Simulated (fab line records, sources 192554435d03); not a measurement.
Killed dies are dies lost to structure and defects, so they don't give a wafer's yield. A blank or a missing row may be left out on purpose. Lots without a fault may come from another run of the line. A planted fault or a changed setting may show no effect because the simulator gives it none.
Chamber matching | flow n5_finfet | N5_BEOL_M10_CURE_71 on uv_cure-01: 3 sister chambers
The step cures SiCOH lowk, time 240 s. 6 wafers are shown with their chamber, then 9 later ones without.

WAFERS WITH THEIR CHAMBER
wafer  | chamber | wafer_temp_C_max | lamp_power_pct (%)
L084.3 | 0       | 387.0            | 52.38
L084.6 | 0       | 387.5            | 52.35
L085.5 | 2       | 386.0            | 52.36
L085.6 | 2       | 386.0            | 52.31
L095.2 | 1       | 386.7            | 52.30
L095.3 | 1       | 386.6            | 52.39

WAFERS WITHOUT THEIR CHAMBER
wafer  | wafer_temp_C_max | lamp_power_pct (%)
L093.1 | 385.4            | 52.34
L093.4 | 386.3            | 52.27
L093.6 | 385.7            | 52.38
L094.1 | 386.9            | 52.33
L094.2 | 387.7            | 52.26
L094.3 | 387.0            | 52.41
L097.1 | 386.7            | 52.22
L097.3 | 386.7            | 52.33
L097.6 | 386.5            | 52.41

WHICH CHAMBER EACH WENT THROUGH
wafer  | from the rows above          | in truth
L093.1 | 2                            | 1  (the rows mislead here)
L093.4 | can't be placed: 2 or 1      | 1
L093.6 | 2                            | 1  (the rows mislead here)
L094.1 | can't be placed: 1 or 0      | 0
L094.2 | 0                            | 0
L094.3 | can't be placed: 0 or 1      | 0
L097.1 | can't be placed: 1 or 0 or 2 | 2
L097.3 | 1                            | 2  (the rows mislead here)
L097.6 | can't be placed: 1 or 2      | 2
Placed correctly: 1 of 9. Can't be placed from these rows: 5 (the true chamber is among the candidates in 5). Placed wrongly: 3.
How it was worked out, from the rows above alone: a wafer's distance from a chamber is the root of the sum, over the readings, of the square of ((its reading less the chamber's mean) divided by the reading's scatter). The wafer belongs to the nearest chamber; if the next one is less than 2 further off, it can't be placed. A chamber's mean is the mean of its shown wafers. The scatter: the root of (the sum of the squares of (reading less its chamber's mean) over the shown wafers, divided by (wafers less chambers)).
